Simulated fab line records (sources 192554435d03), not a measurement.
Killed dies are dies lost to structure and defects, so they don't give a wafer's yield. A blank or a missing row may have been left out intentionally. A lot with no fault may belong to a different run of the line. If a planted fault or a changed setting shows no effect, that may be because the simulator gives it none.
fab line records | flow n5-finfet
record: lots: 24 wafers: 72 last-day: 18
route steps=1938 shown BEOL_M4@1073
lots untouched by any fault: they come from a run of this same line in which no faults occurred
start-h: hours from the record's first day to the start of the lot's first wafer shown | wait-h: hours from the lot's prior step to this one | " repeats the value in the row above | L1.1+2: one row covering several wafers at once | - no value, or no start was given | * or withheld: withheld | < > ~ a bound
route shown NAME@n: a module of which the file shows steps, and the number in the route of the first | usual: average and standard deviation across the fault-free wafers | same: alike in all rows | chamber/n: place in a boat | sites: the reading at each site | _std_site: standard deviation of those values | _edge_site: the outer-site mean with the inner-site mean subtracted | radius-mm: for every site, how far away it sits from the centre of the wafer | mask NAME#n: copy n | behind: the tool/chamber that last shaped the wafer | hold: why the lot went on hold/how many hours it stayed there/how the hold came to an end | device: the transistor (n, p or np) that didn't switch | end of line: tests of these same wafers at the route's end | where a step has no rows: the recipe by itself | killed: dies that structure and defects cost at the first sort, which is not the same as the wafer's yield | map: a wafer's dies, marking killed ones x, the rest . and places with no die _
set.NAME: the run value of the setting; set.NAME@STEP: its run value at that earlier step | model.NAME: the simulator's own value behind a step, which no gauge read
route steps across a sampled set of lots; one table per step, one row per wafer
== steps ==
step: N5_BEOL_M4_OCD_MEAS_38
usual: trench-depth-nm: 55.4/0.86
columns lot.wafer tool chamber start-h wait-h trench-depth-nm
L074.2 ocd-02 - 154.71 - 56.5
L074.3 " - " " 56.1
L074.4 " - " " 55.6
L075.2 ocd-02 - 163.17 - 55.6
L075.4 " - " " 56.5
L075.5 " - " " 56.9
L076.1 ocd-01 - 168.87 - 55.7
L076.3 " - " " 54.9
L076.4 " - " " 55.7
L077.1 ocd-01 - 171.03 - 55.3
L077.4 " - " " 54.3
L077.6 " - " " 54.7
L078.1 ocd-01 - 173.77 - 55.0
L078.3 " - " " 56.1
L078.6 " - " " 54.9
L079.1 ocd-02 - 184.40 - 55.9
L079.3 " - " " 54.6
L079.5 " - " " 55.8
L080.1 ocd-01 - 191.98 - 55.3
L080.2 " - " " 56.1
L080.4 " - " " 56.2
L081.1 ocd-01 - 207.41 - 55.6
L081.2 " - " " 54.8
L081.3 " - " " 55.0
L082.1 ocd-01 - 214.97 - 55.3
L082.2 " - " " 55.7
L082.6 " - " " 55.6
L083.1 ocd-02 - 228.91 - 55.4
L083.2 " - " " 53.4
L083.4 " - " " 56.4
L084.1 ocd-01 - 232.14 - 54.3
L084.3 " - " " 56.7
L084.6 " - " " 54.7
L085.2 ocd-01 - 236.11 - 54.9
L085.3 " - " " 56.1
L085.6 " - " " 54.7
L086.2 ocd-01 - 238.68 - 56.8
L086.3 " - " " 53.4
L086.4 " - " " 55.5
L088.1 ocd-01 - 238.84 - 54.1
L088.2 " - " " 55.8
L088.5 " - " " 56.2
L087.2 ocd-02 - 243.72 - 55.2
L087.4 " - " " 56.2
L087.6 " - " " 56.1
L089.1 ocd-01 - 247.04 - 55.4
L089.5 " - " " 56.2
L089.6 " - " " 54.8
L090.1 ocd-01 - 247.52 - 55.8
L090.3 " - " " 55.3
L090.5 " - " " 55.2
L091.2 ocd-02 - 272.56 - 57.1
L091.3 " - " " 54.7
L091.4 " - " " 55.7
L092.1 ocd-01 - 275.87 - 55.6
L092.2 " - " " 53.8
L092.5 " - " " 55.3
L094.2 ocd-01 - 279.89 - 55.0
L094.5 " - " " 55.7
L094.6 " - " " 55.6
L093.2 ocd-01 - 280.00 - 53.6
L093.4 " - " " 56.2
L093.6 " - " " 56.3
L095.1 ocd-01 - 298.05 - 55.2
L095.3 " - " " 55.3
L095.4 " - " " 56.2
L096.1 ocd-01 - 298.31 - 53.8
L096.2 " - " " 55.5
L096.3 " - " " 55.6
L097.1 ocd-02 - 301.10 - 55.2
L097.4 " - " " 56.2
L097.5 " - " " 56.8
step: N5_BEOL_M4_DEGAS_44
recipe: ambient: vacuum temp-c: 250 time-s: 60
usual: heater-power-w: 349/36
same: time-s: 60
columns lot.wafer tool chamber start-h wait-h heater-power-w
L074.2 pvd-sputter-02 - 155.15 0.3 373
L074.3 " - " " 308
L074.4 " - " " 338
L075.2 pvd-sputter-03 - 163.63 0.3 390
L075.4 " - " " 325
L075.5 " - " " 391
L076.1 pvd-sputter-03 - 169.64 0.6 387
L076.3 " - " " 404
L076.4 " - " " 323
L077.1 pvd-sputter-01 - 171.65 0.5 298
L077.4 " - " " 284
L077.6 " - " " 340
L078.1 pvd-sputter-03 - 174.60 0.7 351
L078.3 " - " " 377
L078.6 " - " " 399
L079.1 pvd-sputter-03 - 185.02 0.5 344
L079.3 " - " " 391
L079.5 " - " " 346
L080.1 pvd-sputter-02 - 192.39 0.2 301
L080.2 " - " " 323
L080.4 " - " " 343
L081.1 pvd-sputter-03 - 207.78 0.2 386
L081.2 " - " " 355
L081.3 " - " " 328
L082.1 pvd-sputter-02 - 215.35 0.2 304
L082.2 " - " " 323
L082.6 " - " " 334
L083.1 pvd-sputter-02 - 229.68 0.6 357
L083.2 " - " " 339
L083.4 " - " " 323
L084.1 pvd-sputter-03 - 232.35 0.0 391
L084.3 " - " " 392
L084.6 " - " " 417
L085.2 pvd-sputter-03 - 236.69 0.4 384
L085.3 " - " " 347
L085.6 " - " " 405
L086.2 pvd-sputter-02 - 239.21 0.3 322
L086.3 " - " " 362
L086.4 " - " " 343
L088.1 pvd-sputter-03 - 239.37 0.4 328
L088.2 " - " " 349
L088.5 " - " " 349
L087.2 pvd-sputter-02 - 244.05 0.2 301
L087.4 " - " " 309
L087.6 " - " " 367
L089.1 pvd-sputter-03 - 247.28 0.1 390
L089.5 " - " " 399
L089.6 " - " " 358
L090.1 pvd-sputter-03 - 247.96 0.3 404
L090.3 " - " " 337
L090.5 " - " " 396
L091.2 pvd-sputter-01 - 273.00 0.2 294
L091.3 " - " " 375
L091.4 " - " " 300
L092.1 pvd-sputter-03 - 276.07 0.0 412
L092.2 " - " " 333
L092.5 " - " " 390
L094.2 pvd-sputter-03 - 280.37 0.3 412
L094.5 " - " " 405
L094.6 " - " " 342
L093.2 pvd-sputter-01 - 280.47 0.3 295
L093.4 " - " " 362
L093.6 " - " " 305
L095.1 pvd-sputter-01 - 298.45 0.2 291
L095.3 " - " " 297
L095.4 " - " " 368
L096.1 pvd-sputter-01 - 298.61 0.1 309
L096.2 " - " " 374
L096.3 " - " " 291
L097.1 pvd-sputter-01 - 301.63 0.4 340
L097.4 " - " " 366
L097.5 " - " " 338
step: N5_BEOL_M4_SPUTTER_86
recipe: material: Cu target-thk-a: 45 temp-c: -20 chamber-pressure-pa: 0.07 power-w: withheld time-s: 8.29
usual: substrate-temp-c: -20.01/0.1 throttle-valve-pct: 30.2/1.4
same: time-s: 8.29
columns lot.wafer tool chamber start-h wait-h substrate-temp-c throttle-valve-pct
L074.2 pvd-sputter-01 - 156.42 0.1 -19.92 28.8
L074.3 " - " " -19.88 30.1
L074.4 " - " " -19.95 31.3
L075.2 pvd-sputter-01 - 164.86 0.1 -20.01 29.0
L075.4 " - " " -19.98 31.3
L075.5 " - " " -20.08 29.1
L076.1 pvd-sputter-03 - 170.98 0.1 -19.94 28.3
L076.3 " - " " -20.13 30.2
L076.4 " - " " -20.04 30.3
L077.1 pvd-sputter-01 - 172.97 0.1 -20.00 30.0
L077.4 " - " " -19.95 29.1
L077.6 " - " " -20.01 31.3
L078.1 pvd-sputter-01 - 175.97 0.1 -19.89 31.3
L078.3 " - " " -19.97 30.1
L078.6 " - " " -19.97 31.1
L079.1 pvd-sputter-02 - 186.44 0.1 -20.12 27.9
L079.3 " - " " -20.14 30.1
L079.5 " - " " -20.24 30.0
L080.1 pvd-sputter-03 - 194.12 0.1 -20.02 29.6
L080.2 " - " " -20.16 30.6
L080.4 " - " " -19.89 32.3
L081.1 pvd-sputter-01 - 209.22 0.1 -20.12 31.6
L081.2 " - " " -20.02 31.0
L081.3 " - " " -19.95 30.0
L082.1 pvd-sputter-02 - 216.62 0.1 -19.96 31.5
L082.2 " - " " -19.79 30.0
L082.6 " - " " -19.99 27.9
L083.1 pvd-sputter-03 - 231.17 0.1 -19.88 28.2
L083.2 " - " " -20.06 32.1
L083.4 " - " " -20.02 30.1
L084.1 pvd-sputter-03 - 235.41 0.1 -19.88 28.2
L084.3 " - " " -19.92 29.7
L084.6 " - " " -20.01 28.2
L085.2 pvd-sputter-03 - 237.93 0.1 -19.96 28.4
L085.3 " - " " -20.01 30.4
L085.6 " - " " -20.10 32.5
L086.2 pvd-sputter-02 - 241.91 0.1 -20.18 31.4
L086.3 " - " " -19.92 30.0
L086.4 " - " " -19.96 27.7
L088.1 pvd-sputter-01 - 242.58 0.1 -20.17 31.1
L088.2 " - " " -20.02 30.1
L088.5 " - " " -19.89 30.2
L087.2 pvd-sputter-02 - 245.51 0.1 -19.92 27.7
L087.4 " - " " -19.85 31.3
L087.6 " - " " -20.14 31.2
L089.1 pvd-sputter-03 - 248.70 0.1 -19.96 28.1
L089.5 " - " " -19.98 29.6
L089.6 " - " " -19.99 32.5
L090.1 pvd-sputter-03 - 250.92 0.1 -20.00 28.1
L090.3 " - " " -19.84 30.1
L090.5 " - " " -20.11 28.4
L091.2 pvd-sputter-02 - 274.48 0.1 -19.94 31.6
L091.3 " - " " -20.17 29.9
L091.4 " - " " -20.01 28.1
L092.1 pvd-sputter-03 - 278.91 0.1 -20.02 30.2
L092.2 " - " " -19.70 28.4
L092.5 " - " " -20.09 29.5
L094.2 pvd-sputter-03 - 281.75 0.1 -20.00 28.4
L094.5 " - " " -19.98 30.4
L094.6 " - " " -19.84 28.3
L093.2 pvd-sputter-02 - 284.15 2.0 -19.88 29.9
L093.4 " - " " -19.99 30.9
L093.6 " - " " -20.06 31.1
L095.1 pvd-sputter-03 - 299.73 0.1 -20.12 30.4
L095.3 " - " " -19.97 30.0
L095.4 " - " " -20.01 28.2
L096.1 pvd-sputter-02 - 301.15 0.1 -20.08 31.6
L096.2 " - " " -19.96 27.9
L096.3 " - " " -20.03 30.9
L097.1 pvd-sputter-02 - 302.99 0.1 -19.94 27.8
L097.4 " - " " -20.13 31.7
L097.5 " - " " -20.18 27.8
step: N5_BEOL_M4_ANNEAL_87
recipe: temp-c: 400 time-s: 240 ambient: vacuum
usual: heater-power-w: 861/91
same: time-s: 240
columns lot.wafer tool chamber start-h wait-h heater-power-w
L074.2 pvd-sputter-01 - 156.50 0.0 714
L074.3 " - " " 925
L074.4 " - " " 855
L075.2 pvd-sputter-01 - 164.94 0.0 735
L075.4 " - " " 719
L075.5 " - " " 768
L076.1 pvd-sputter-03 - 171.06 0.0 942
L076.3 " - " " 820
L076.4 " - " " 802
L077.1 pvd-sputter-01 - 173.05 0.0 931
L077.4 " - " " 724
L077.6 " - " " 719
L078.1 pvd-sputter-01 - 176.05 0.0 722
L078.3 " - " " 908
L078.6 " - " " 728
L079.1 pvd-sputter-02 - 186.52 0.0 824
L079.3 " - " " 890
L079.5 " - " " 919
L080.1 pvd-sputter-03 - 194.20 0.0 872
L080.2 " - " " 829
L080.4 " - " " 1018
L081.1 pvd-sputter-01 - 209.30 0.0 846
L081.2 " - " " 712
L081.3 " - " " 924
L082.1 pvd-sputter-02 - 216.70 0.0 788
L082.2 " - " " 882
L082.6 " - " " 846
L083.1 pvd-sputter-03 - 231.25 0.0 1016
L083.2 " - " " 1014
L083.4 " - " " 794
L084.1 pvd-sputter-03 - 235.49 0.0 983
L084.3 " - " " 863
L084.6 " - " " 992
L085.2 pvd-sputter-03 - 238.01 0.0 966
L085.3 " - " " 817
L085.6 " - " " 1006
L086.2 pvd-sputter-02 - 241.99 0.0 784
L086.3 " - " " 898
L086.4 " - " " 850
L088.1 pvd-sputter-01 - 242.66 0.0 709
L088.2 " - " " 926
L088.5 " - " " 914
L087.2 pvd-sputter-02 - 245.59 0.0 850
L087.4 " - " " 770
L087.6 " - " " 794
L089.1 pvd-sputter-03 - 248.78 0.0 999
L089.5 " - " " 879
L089.6 " - " " 1039
L090.1 pvd-sputter-03 - 251.00 0.0 993
L090.3 " - " " 811
L090.5 " - " " 965
L091.2 pvd-sputter-02 - 274.56 0.0 801
L091.3 " - " " 893
L091.4 " - " " 837
L092.1 pvd-sputter-03 - 278.99 0.0 814
L092.2 " - " " 934
L092.5 " - " " 869
L094.2 pvd-sputter-03 - 281.83 0.0 978
L094.5 " - " " 807
L094.6 " - " " 979
L093.2 pvd-sputter-02 - 284.23 0.0 927
L093.4 " - " " 784
L093.6 " - " " 774
L095.1 pvd-sputter-03 - 299.81 0.0 813
L095.3 " - " " 861
L095.4 " - " " 962
L096.1 pvd-sputter-02 - 301.23 0.0 759
L096.2 " - " " 861
L096.3 " - " " 771
L097.1 pvd-sputter-02 - 303.07 0.0 841
L097.4 " - " " 785
L097.5 " - " " 844
step: N5_BEOL_M4_ANNEAL_91
recipe: temp-c: 400 time-s: 240 ambient: vacuum
usual: heater-power-w: 859/88
same: time-s: 240
columns lot.wafer tool chamber start-h wait-h heater-power-w
L074.2 pvd-sputter-01 - 156.94 0.0 734
L074.3 " - " " 911
L074.4 " - " " 843
L075.2 pvd-sputter-01 - 165.38 0.0 743
L075.4 " - " " 721
L075.5 " - " " 745
L076.1 pvd-sputter-03 - 171.50 0.0 944
L076.3 " - " " 788
L076.4 " - " " 815
L077.1 pvd-sputter-01 - 173.49 0.0 917
L077.4 " - " " 766
L077.6 " - " " 702
L078.1 pvd-sputter-01 - 176.49 0.0 713
L078.3 " - " " 929
L078.6 " - " " 710
L079.1 pvd-sputter-02 - 186.96 0.0 859
L079.3 " - " " 908
L079.5 " - " " 915
L080.1 pvd-sputter-03 - 194.64 0.0 867
L080.2 " - " " 807
L080.4 " - " " 1001
L081.1 pvd-sputter-01 - 209.74 0.0 843
L081.2 " - " " 737
L081.3 " - " " 933
L082.1 pvd-sputter-02 - 217.14 0.0 774
L082.2 " - " " 920
L082.6 " - " " 836
L083.1 pvd-sputter-03 - 231.69 0.0 935
L083.2 " - " " 1018
L083.4 " - " " 800
L084.1 pvd-sputter-03 - 235.93 0.0 967
L084.3 " - " " 868
L084.6 " - " " 1002
L085.2 pvd-sputter-03 - 238.45 0.0 955
L085.3 " - " " 812
L085.6 " - " " 1013
L086.2 pvd-sputter-02 - 242.43 0.0 772
L086.3 " - " " 899
L086.4 " - " " 854
L088.1 pvd-sputter-01 - 243.10 0.0 700
L088.2 " - " " 915
L088.5 " - " " 902
L087.2 pvd-sputter-02 - 246.03 0.0 831
L087.4 " - " " 762
L087.6 " - " " 773
L089.1 pvd-sputter-03 - 249.22 0.0 960
L089.5 " - " " 863
L089.6 " - " " 1020
L090.1 pvd-sputter-03 - 251.44 0.0 973
L090.3 " - " " 819
L090.5 " - " " 964
L091.2 pvd-sputter-02 - 275.00 0.0 785
L091.3 " - " " 908
L091.4 " - " " 844
L092.1 pvd-sputter-03 - 279.43 0.0 824
L092.2 " - " " 953
L092.5 " - " " 859
L094.2 pvd-sputter-03 - 282.27 0.0 979
L094.5 " - " " 794
L094.6 " - " " 960
L093.2 pvd-sputter-02 - 284.67 0.0 908
L093.4 " - " " 762
L093.6 " - " " 776
L095.1 pvd-sputter-03 - 300.25 0.0 820
L095.3 " - " " 886
L095.4 " - " " 973
L096.1 pvd-sputter-02 - 301.67 0.0 783
L096.2 " - " " 833
L096.3 " - " " 770
L097.1 pvd-sputter-02 - 303.51 0.0 869
L097.4 " - " " 784
L097.5 " - " " 841
step: N5_BEOL_M4_SPUTTER_94
recipe: material: Cu target-thk-a: 45 temp-c: -20 chamber-pressure-pa: 0.07 power-w: withheld time-s: 8.29
usual: substrate-temp-c: -20.01/0.097 throttle-valve-pct: 30.1/1.3
same: time-s: 8.29
columns lot.wafer tool chamber start-h wait-h substrate-temp-c throttle-valve-pct
L074.2 pvd-sputter-01 - 157.30 0.1 -20.05 29.0
L074.3 " - " " -19.86 29.8
L074.4 " - " " -20.02 31.1
L075.2 pvd-sputter-01 - 165.74 0.1 -20.03 28.8
L075.4 " - " " -19.99 31.1
L075.5 " - " " -20.01 29.0
L076.1 pvd-sputter-03 - 171.86 0.1 -20.00 28.6
L076.3 " - " " -20.06 30.3
L076.4 " - " " -20.10 30.2
L077.1 pvd-sputter-01 - 173.85 0.1 -20.27 29.9
L077.4 " - " " -19.98 29.1
L077.6 " - " " -20.05 31.2
L078.1 pvd-sputter-01 - 176.85 0.1 -20.02 31.2
L078.3 " - " " -19.86 30.1
L078.6 " - " " -19.98 31.1
L079.1 pvd-sputter-02 - 187.32 0.1 -20.19 27.8
L079.3 " - " " -19.81 29.9
L079.5 " - " " -20.02 29.9
L080.1 pvd-sputter-03 - 195.00 0.1 -19.97 29.7
L080.2 " - " " -20.03 30.1
L080.4 " - " " -19.88 31.9
L081.1 pvd-sputter-01 - 210.10 0.1 -20.05 31.4
L081.2 " - " " -19.81 31.3
L081.3 " - " " -20.10 30.0
L082.1 pvd-sputter-02 - 217.50 0.1 -20.26 31.3
L082.2 " - " " -19.95 29.9
L082.6 " - " " -19.99 27.8
L083.1 pvd-sputter-03 - 232.05 0.1 -20.08 28.5
L083.2 " - " " -20.04 32.2
L083.4 " - " " -20.03 30.1
L084.1 pvd-sputter-03 - 236.29 0.1 -19.77 28.2
L084.3 " - " " -19.92 29.6
L084.6 " - " " -19.85 28.2
L085.2 pvd-sputter-03 - 238.81 0.1 -19.86 28.2
L085.3 " - " " -20.10 30.4
L085.6 " - " " -19.97 32.3
L086.2 pvd-sputter-02 - 242.79 0.1 -19.95 31.3
L086.3 " - " " -20.16 29.8
L086.4 " - " " -20.09 27.9
L088.1 pvd-sputter-01 - 243.46 0.1 -20.08 31.3
L088.2 " - " " -19.96 30.2
L088.5 " - " " -19.99 30.1
L087.2 pvd-sputter-02 - 246.39 0.1 -20.01 27.7
L087.4 " - " " -19.81 31.2
L087.6 " - " " -20.10 31.5
L089.1 pvd-sputter-03 - 249.58 0.1 -19.86 28.6
L089.5 " - " " -19.98 29.9
L089.6 " - " " -20.15 32.1
L090.1 pvd-sputter-03 - 251.80 0.1 -19.98 28.3
L090.3 " - " " -19.90 30.1
L090.5 " - " " -19.87 28.5
L091.2 pvd-sputter-02 - 275.36 0.1 -20.05 31.2
L091.3 " - " " -20.03 30.0
L091.4 " - " " -20.00 27.8
L092.1 pvd-sputter-03 - 279.79 0.1 -20.27 30.5
L092.2 " - " " -20.13 28.4
L092.5 " - " " -19.88 29.7
L094.2 pvd-sputter-03 - 282.63 0.1 -20.11 28.4
L094.5 " - " " -20.21 30.1
L094.6 " - " " -20.13 28.3
L093.2 pvd-sputter-02 - 285.03 0.1 -19.85 29.8
L093.4 " - " " -20.16 31.1
L093.6 " - " " -20.06 31.3
L095.1 pvd-sputter-03 - 300.61 0.1 -20.03 30.3
L095.3 " - " " -19.91 29.8
L095.4 " - " " -20.01 28.5
L096.1 pvd-sputter-02 - 302.03 0.1 -19.89 31.6
L096.2 " - " " -20.04 27.9
L096.3 " - " " -20.06 31.0
L097.1 pvd-sputter-02 - 303.87 0.1 -19.91 28.0
L097.4 " - " " -19.94 31.5
L097.5 " - " " -19.92 27.9
== key ==
fault none
